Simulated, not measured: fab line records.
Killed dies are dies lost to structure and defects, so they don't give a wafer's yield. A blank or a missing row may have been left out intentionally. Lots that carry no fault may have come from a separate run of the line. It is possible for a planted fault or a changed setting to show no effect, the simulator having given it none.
Split-lot study :: flow n5_finfet :: on a route of 1938 steps: 7 lots, 39 wafers read

== ABOUT THE SPLIT ==
At N5_MOL_CONTACT_COAG_EXPOSE_05 (exposes mask CA, defocus 0 nm), the setting dose_mj was moved away from the recipe's 38.25 on 15 of the 39 wafers read, by -4.5% to +7.3%. For the rest of the wafers, this setting stayed at what the recipe calls for.

== FROM THE SPLIT TO THE READING: what the file shows between them, 2 steps ==
- N5_MOL_CONTACT_COAG_PEB_06: peb time 60 s
- N5_MOL_CONTACT_COAG_DEVELOP_07: develop time 30 s

== THE READING ==
cd_nm at N5_MOL_CONTACT_COAG_CD_MEAS_08, given in nm (cd target 28 nm). Fault-free wafers of this fab line usually give 27.95 nm, standard deviation 0.25 nm.

wafer: L074.1
tool, chamber at the split: euv_scanner-01, 0
dose_mj as run: 36.51
against the recipe: -4.5%
cd_nm, nm: 26.92
against lot-mates on the recipe: -0.81

wafer: L074.2
tool, chamber at the split: euv_scanner-01, 0
dose_mj as run: 36.51
against the recipe: -4.5%
cd_nm, nm: 27.13
against lot-mates on the recipe: -0.60

wafer: L074.3
tool, chamber at the split: euv_scanner-01, 0
dose_mj as run: 38.25
against the recipe: recipe
cd_nm, nm: 27.95
against lot-mates on the recipe: -

wafer: L074.4
tool, chamber at the split: euv_scanner-01, 0
dose_mj as run: 38.25
against the recipe: recipe
cd_nm, nm: 27.53
against lot-mates on the recipe: -

wafer: L074.5
tool, chamber at the split: euv_scanner-01, 0
dose_mj as run: 38.25
against the recipe: recipe
cd_nm, nm: 27.71
against lot-mates on the recipe: -

wafer: L074.6
tool, chamber at the split: euv_scanner-01, 0
dose_mj as run: 36.51
against the recipe: -4.5%
cd_nm, nm: 27.07
against lot-mates on the recipe: -0.66

wafer: L079.1
tool, chamber at the split: euv_scanner-02, 0
dose_mj as run: 38.25
against the recipe: recipe
cd_nm, nm: 28.14
against lot-mates on the recipe: -

wafer: L079.3
tool, chamber at the split: euv_scanner-02, 0
dose_mj as run: 38.25
against the recipe: recipe
cd_nm, nm: 28.05
against lot-mates on the recipe: -

wafer: L079.6
tool, chamber at the split: euv_scanner-02, 0
dose_mj as run: 38.25
against the recipe: recipe
cd_nm, nm: 28.09
against lot-mates on the recipe: -

wafer: L080.1
tool, chamber at the split: euv_scanner-02, 0
dose_mj as run: 38.25
against the recipe: recipe
cd_nm, nm: 27.79
against lot-mates on the recipe: -

wafer: L080.2
tool, chamber at the split: euv_scanner-02, 0
dose_mj as run: 38.25
against the recipe: recipe
cd_nm, nm: 28.14
against lot-mates on the recipe: -

wafer: L080.3
tool, chamber at the split: euv_scanner-02, 0
dose_mj as run: 38.25
against the recipe: recipe
cd_nm, nm: 28.17
against lot-mates on the recipe: -

wafer: L080.4
tool, chamber at the split: euv_scanner-02, 0
dose_mj as run: 38.25
against the recipe: recipe
cd_nm, nm: 27.73
against lot-mates on the recipe: -

wafer: L080.5
tool, chamber at the split: euv_scanner-02, 0
dose_mj as run: 38.25
against the recipe: recipe
cd_nm, nm: 27.96
against lot-mates on the recipe: -

wafer: L080.6
tool, chamber at the split: euv_scanner-02, 0
dose_mj as run: 38.25
against the recipe: recipe
cd_nm, nm: 28.08
against lot-mates on the recipe: -

wafer: L081.1
tool, chamber at the split: euv_scanner-01, 0
dose_mj as run: 39.22
against the recipe: +2.5%
cd_nm, nm: 28.55
against lot-mates on the recipe: +0.72

wafer: L081.2
tool, chamber at the split: euv_scanner-01, 0
dose_mj as run: 38.25
against the recipe: recipe
cd_nm, nm: 27.54
against lot-mates on the recipe: -

wafer: L081.3
tool, chamber at the split: euv_scanner-01, 0
dose_mj as run: 38.25
against the recipe: recipe
cd_nm, nm: 27.86
against lot-mates on the recipe: -

wafer: L081.4
tool, chamber at the split: euv_scanner-01, 0
dose_mj as run: 39.22
against the recipe: +2.5%
cd_nm, nm: 28.84
against lot-mates on the recipe: +1.01

wafer: L081.5
tool, chamber at the split: euv_scanner-01, 0
dose_mj as run: 38.25
against the recipe: recipe
cd_nm, nm: 28.08
against lot-mates on the recipe: -

wafer: L081.6
tool, chamber at the split: euv_scanner-01, 0
dose_mj as run: 39.22
against the recipe: +2.5%
cd_nm, nm: 28.66
against lot-mates on the recipe: +0.83

wafer: L082.1
tool, chamber at the split: euv_scanner-02, 0
dose_mj as run: 38.25
against the recipe: recipe
cd_nm, nm: 27.54
against lot-mates on the recipe: -

wafer: L082.2
tool, chamber at the split: euv_scanner-02, 0
dose_mj as run: 40.61
against the recipe: +6.2%
cd_nm, nm: 29.05
against lot-mates on the recipe: +1.51

wafer: L082.3
tool, chamber at the split: euv_scanner-02, 0
dose_mj as run: 38.25
against the recipe: recipe
cd_nm, nm: 27.49
against lot-mates on the recipe: -

wafer: L082.4
tool, chamber at the split: euv_scanner-02, 0
dose_mj as run: 40.61
against the recipe: +6.2%
cd_nm, nm: 28.91
against lot-mates on the recipe: +1.37

wafer: L082.5
tool, chamber at the split: euv_scanner-02, 0
dose_mj as run: 38.25
against the recipe: recipe
cd_nm, nm: 27.60
against lot-mates on the recipe: -

wafer: L082.6
tool, chamber at the split: euv_scanner-02, 0
dose_mj as run: 40.61
against the recipe: +6.2%
cd_nm, nm: 29.19
against lot-mates on the recipe: +1.65

wafer: L084.1
tool, chamber at the split: euv_scanner-01, 0
dose_mj as run: 38.25
against the recipe: recipe
cd_nm, nm: 28.16
against lot-mates on the recipe: -

wafer: L084.2
tool, chamber at the split: euv_scanner-01, 0
dose_mj as run: 41.05
against the recipe: +7.3%
cd_nm, nm: 29.68
against lot-mates on the recipe: +1.67

wafer: L084.3
tool, chamber at the split: euv_scanner-01, 0
dose_mj as run: 41.05
against the recipe: +7.3%
cd_nm, nm: 29.50
against lot-mates on the recipe: +1.49

wafer: L084.4
tool, chamber at the split: euv_scanner-01, 0
dose_mj as run: 38.25
against the recipe: recipe
cd_nm, nm: 27.87
against lot-mates on the recipe: -

wafer: L084.5
tool, chamber at the split: euv_scanner-01, 0
dose_mj as run: 38.25
against the recipe: recipe
cd_nm, nm: 28.00
against lot-mates on the recipe: -

wafer: L084.6
tool, chamber at the split: euv_scanner-01, 0
dose_mj as run: 41.05
against the recipe: +7.3%
cd_nm, nm: 29.41
against lot-mates on the recipe: +1.40

wafer: L091.1
tool, chamber at the split: euv_scanner-01, 0
dose_mj as run: 39.8
against the recipe: +4.1%
cd_nm, nm: 28.84
against lot-mates on the recipe: +0.60

wafer: L091.2
tool, chamber at the split: euv_scanner-01, 0
dose_mj as run: 39.8
against the recipe: +4.1%
cd_nm, nm: 29.13
against lot-mates on the recipe: +0.89

wafer: L091.3
tool, chamber at the split: euv_scanner-01, 0
dose_mj as run: 38.25
against the recipe: recipe
cd_nm, nm: 28.54
against lot-mates on the recipe: -

wafer: L091.4
tool, chamber at the split: euv_scanner-01, 0
dose_mj as run: 38.25
against the recipe: recipe
cd_nm, nm: 28.18
against lot-mates on the recipe: -

wafer: L091.5
tool, chamber at the split: euv_scanner-01, 0
dose_mj as run: 39.8
against the recipe: +4.1%
cd_nm, nm: 28.58
against lot-mates on the recipe: +0.34

wafer: L091.6
tool, chamber at the split: euv_scanner-01, 0
dose_mj as run: 38.25
against the recipe: recipe
cd_nm, nm: 27.99
against lot-mates on the recipe: -

THE FIT
A straight line over all 39 wafers: cd_nm changes by +0.207 nm for each +1% of dose_mj; r = +0.93; the points scatter about the line by 0.24 nm.
The same after taking each lot's own level away (the mean of its wafers on the recipe; 39 wafers): +0.203 nm for each +1%; r = +0.95; scatter 0.21 nm.
Per that fit: largest dose_mj move, reading shift of 1.5 nm.
The lots' own levels span 27.543 to 28.237 nm, that is 2.8 times the standard deviation above.
The two slopes agree, so the slope changes little with the lot-to-lot level.
Check: +1.52 nm against its lot-mates is what the line predicts for one of the wafers moved furthest among these (+7.3%) when that wafer is left out of the fit. It came out at +1.67 nm against them.

== OTHER SPLITS ON THESE WAFERS ==
Note: prior to the reading, these wafers also went through further splits. Each is held against what the fit with the lots' levels taken away leaves over:
other split on the same wafers: N5_FIN_SAQP_MANDREL_ETCH_22 icp_w
wafers away from the commonest value: 18
r with cd_nm (lot level and that fit taken away): -0.01

other split on the same wafers: N5_FIN_SAQP_SPACER1_ALD_24 ald_cycles
wafers away from the commonest value: 12
r with cd_nm (lot level and that fit taken away): -0.07

other split on the same wafers: N5_HKMG_FIN_ETCH_54 bias_w
wafers away from the commonest value: 12
r with cd_nm (lot level and that fit taken away): +0.09

other split on the same wafers: N5_HKMG_FIN_ETCH_31 bias_w
wafers away from the commonest value: 18
r with cd_nm (lot level and that fit taken away): -0.12

other split on the same wafers: N5_GATE_CUT_ETCH_58 bias_w
wafers away from the commonest value: 15
r with cd_nm (lot level and that fit taken away): +0.11

== THE WHOLE CHAIN: every reading that the file lists as answering this split, in the file's order ==
step: N5_MOL_CONTACT_COAG_CD_MEAS_08
what it does: target cd 28 nm
reading: cd_nm
change (the file's fit): +0.209 nm for each +1% of the setting
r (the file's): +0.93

step: N5_MOL_CONTACT_COAG_ETCH_59
what it does: etches underlayer in N2/H2, target depth 13 nm, time 10.4 s
reading: MOL_CONTACT_COAG.cd_offset_nm (the simulator's own value, which no gauge read)
change (the file's fit): +0.212 nm for each +1% of the setting
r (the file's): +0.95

step: N5_MOL_CONTACT_COAG_ETCH_105
what it does: etches SiARC in CF4, target depth 15.6 nm, time 26 s
reading: MOL_CONTACT_COAG.cd_offset_nm (the simulator's own value, which no gauge read)
change (the file's fit): +0.198 nm for each +1% of the setting
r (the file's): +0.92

== FILE'S OWN FIT ==
cd_nm changes by +0.209 nm for each +1% of dose_mj, r = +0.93.
